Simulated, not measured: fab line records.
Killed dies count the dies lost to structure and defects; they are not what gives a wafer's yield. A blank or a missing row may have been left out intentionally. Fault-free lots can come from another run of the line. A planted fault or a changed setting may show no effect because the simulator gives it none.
Chamber matching ; flow n5 finfet ; rie diel-02 running N5_BEOL_M1_ETCH_74: 4 sister chambers
The step etches underlayer in N2/H2, target depth 6.5 nm, time 5.2 s. 8 wafers are shown with their chamber, then 11 later ones without.

== EACH WAFER AND ITS CHAMBER ==
wafer;chamber;drypump motor current A (A);showerhead plenum p Torr (Torr)
L076.5;2;5.32;2.46
L086.5;3;5.58;2.60
L087.6;2;5.28;2.45
L089.1;3;5.57;2.60
L090.1;0;6.09;2.53
L090.2;1;5.89;2.50
L090.6;1;5.89;2.50
L092.2;0;6.09;2.53

== WAFERS MISSING THEIR CHAMBER ==
wafer;drypump motor current A (A);showerhead plenum p Torr (Torr)
L092.3;5.90;2.50
L092.6;5.31;2.45
L091.1;5.34;2.45
L091.2;5.89;2.50
L091.3;6.09;2.53
L094.1;6.11;2.53
L094.2;5.91;2.50
L094.6;5.90;2.50
L096.2;6.10;2.53
L096.5;5.61;2.60
L096.6;5.32;2.44

== CHAMBER TAKEN BY EACH ==
wafer;from the rows above;in truth
L092.3;1;1
L092.6;2;2
L091.1;2;2
L091.2;1;1
L091.3;0;0
L094.1;0;0
L094.2;1;1
L094.6;1;1
L096.2;0;0
L096.5;3;3
L096.6;2;2
11 of 11 placed correctly. Left unplaced by these rows: 0. Placed wrongly: 0.
How it was worked out, from the rows above alone: a wafer's distance from a chamber is the root of the sum, over the readings, of the square of ((its reading less the chamber's mean) divided by the reading's scatter). The wafer belongs to the nearest chamber; if the next one is less than 2 further off, it can't be placed. The mean given for a chamber averages the wafers shown for that chamber. The scatter is the square root of a quotient: the sum, over the shown wafers, of each reading's squared deviation from its chamber's mean, divided by wafers minus chambers.
